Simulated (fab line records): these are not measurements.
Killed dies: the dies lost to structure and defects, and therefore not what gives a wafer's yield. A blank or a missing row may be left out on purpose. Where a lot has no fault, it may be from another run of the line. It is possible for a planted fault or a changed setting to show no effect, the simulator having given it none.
Comparing a struck lot with a sound one	flow nandHarc	23 steps out of a route of 1302
Sound: the wafers L414.1, L414.3, L414.4. Wafers struck: L417.2, L417.3, L417.6. The cause is given at the end.
At each step with rows: each side's tool, then ch and its chambers, then its first start. Under that, the readings that differ: sound wafers	struck wafers	difference of the means	sigmas: that difference in standard deviations of wafers without a fault.
alike: words and numbers the same on both sides, and readings whose means are apart by under 2 such deviations; not compared: readings that were withheld, readings missing a value for some wafer, numbers with overlapping values and no deviation given by the record, and bounds like >300 which may hide the same value.
A row with sigmas, a row that says differs or no value, or rows on one side alone: a step with any of these is where the two part. Numbers that don't overlap but have no deviation are shown without sigmas and don't part them. A reading missing from all wafers of one side parts the sides only when that side holds two or more wafers.

first, 1 step without rows for these wafers: NHARC_A_SGD_CUT_ETCH_26 (etches SiO2 in dHF, target depth 45.8 nm).
NHARC_A_SGD_CUT_ETCHBACK_24: etches the open film in CH3F/O2, target depth 50 nm, time 92.857 s.
  sound on rieDiel-08 ch 0,1,3, day 22 22:49; struck on rieDiel-08 ch 0,3, day 23 11:33
  alike: drypumpMotorCurrentA, oesProductAu, rfVppV, showerheadPlenumPTorr, throttleValvePct
  not compared: rfHoursCounterH
NHARC_A_SGD_CUT_STRIP_28: strips in O2, time 20 s.
  sound on rieDiel-08 ch 1,2,3; struck on rieDiel-08 ch 1,2,3
  alike: drypumpMotorCurrentA, oesProductAu, rfVppV, showerheadPlenumPTorr, throttleValvePct
  not compared: rfHoursCounterH
NHARC_A_SGD_CUT_INSPECT_25:
  struck on defectInspect-01, day 23 11:47; sound on defectInspect-01, day 22 23:03
  alike: rawDefectCount
then, 1 step without rows for these wafers: NHARC_A_SLIT_DEP_25 (deposits SiO2, target thk 200 nm).
NHARC_A_SLIT_DEP_00: deposits aC, target thk 6200 nm.
  sound on aclDep-02 ch 0, day 23 00:44; struck on aclDep-03 ch 0, day 23 13:50
  alike: throttleValvePct
NHARC_A_SLIT_DEP_23: deposits SiON, target thk 100 nm.
  sound on pecvd-03 ch 0,1,2, day 23 04:32; struck on pecvd-03 ch 0,2, day 23 16:59
  alike: heaterPowerW
  not compared: sinceWetCleanH
then, 5 steps without rows for these wafers: NHARC_A_SLIT_DEHYDRATE_01 (time 120 s); NHARC_A_SLIT_HMDS_02 (time 30 s); NHARC_A_SLIT_COAT_03 (resist thk 90 nm); NHARC_A_SLIT_SOFTBAKE_04 (time 55 s); NHARC_A_SLIT_EBR_05.
NHARC_A_SLIT_EXPOSE_06: exposes mask SLIT.
  sound on arfiScanner-02 ch 0, day 23 05:05; struck on arfiScanner-02 ch 0, day 23 17:24
reading	sound	struck	difference	sigmas
exposureDoseMJCm2	61.8 61.9 62.0	67.0 67.1 67.1	+5.2	+9
  alike: mask
then, 2 steps without rows for these wafers: NHARC_A_SLIT_PEB_07 (peb time 65 s); NHARC_A_SLIT_DEVELOP_08 (develop time 35 s).
NHARC_A_SLIT_CD_MEAS_09: the cd target is 300 nm.
  sound on cdSem-01 ch 0, day 23 05:13; struck on cdSem-01 ch 0, day 23 17:32
reading	sound	struck	difference	sigmas
cdNm (nm)	300.6 301.0 300.5	303.7 304.1 304.3	+3.3	+7
NHARC_A_SLIT_OVL_MEAS_10:
  struck on overlay-01, day 23 17:38; sound on overlay-02, day 23 05:19
  alike: overlayXNm, overlayYNm
NHARC_A_SLIT_INSPECT_11:
  struck on defectInspect-01, day 23 17:40; sound on defectInspect-01, day 23 05:21
  alike: rawDefectCount
NHARC_A_SLIT_DESCUM_14: chemistry O2, time 3 s.
  sound on rieDiel-06 ch 0,1,2, day 23 05:25; struck on rieDiel-05 ch 0,1,2, day 23 17:44
  alike: drypumpMotorCurrentA, oesProductAu, rfVppV, showerheadPlenumPTorr, throttleValvePct
  not compared: rfHoursCounterH
NHARC_A_SLIT_ETCH_24: etches the open film in CF4/CHF3, target depth 121 nm, time 60.5 s.
  sound on rieDiel-06 ch 0,2,3, day 23 05:29; struck on rieDiel-05 ch 0,2,3, day 23 17:49
reading	sound	struck	difference	sigmas
model.A_SLIT.cdOffsetNm (nm)	0.7827 0.526 -0.07857	3.884 4.438 4.37	+3.821	
  alike: drypumpMotorCurrentA, oesProductAu, rfVppV, showerheadPlenumPTorr, throttleValvePct
  not compared: rfHoursCounterH
NHARC_A_SLIT_ETCH_15: etches the open film in O2/COS, target depth 6200 nm, time 1612 s.
  sound on rieDiel-06 ch 0,2,3; struck on rieDiel-05 ch 1,2,3
reading	sound	struck	difference	sigmas
model.A_SLIT.cdOffsetNm (nm)	0.9888 0.5494 0.05933	4.171 4.556 4.381	+3.837	
  alike: cosFlowSccm, drypumpMotorCurrentA, oesProductAu, rfVppV, showerheadPlenumPTorr, throttleValvePct
  not compared: rfHoursCounterH
then, 1 step without rows for these wafers: NHARC_A_SLIT_ETCH_17 (etches the open film in C4F8/O2/Ar, time 4254.5 s, target depth 20300 nm).
-- break in the record here, with 5 days between the starts of the struck wafers on either side (left off in module A_SLIT, picked up again in module END, where the first step shown is number 1302 on the route) --
NHARC_END_SORT_01:
  sound on prober-01 ch 0, day 27 16:25; struck on prober-02 ch 0, day 28 09:02
  alike: killedAtArray, killedAtOther, killedAtPeriphery, killedDies, killedOpen, killedShort

## WHERE THEY PART
First at NHARC_A_SLIT_EXPOSE_06; last, within this record, at NHARC_A_SLIT_CD_MEAS_09. Later steps at which nothing parts them and some readings are alike: NHARC_A_SLIT_OVL_MEAS_10, NHARC_A_SLIT_INSPECT_11, NHARC_A_SLIT_DESCUM_14, NHARC_A_SLIT_ETCH_24, NHARC_A_SLIT_ETCH_15, NHARC_END_SORT_01.

WHY: the cause the simulator had injected
Process parameters drifting: arfiScanner-02 at NHARC_A_SLIT_EXPOSE_06, beginning at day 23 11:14. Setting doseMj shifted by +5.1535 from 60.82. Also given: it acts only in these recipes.
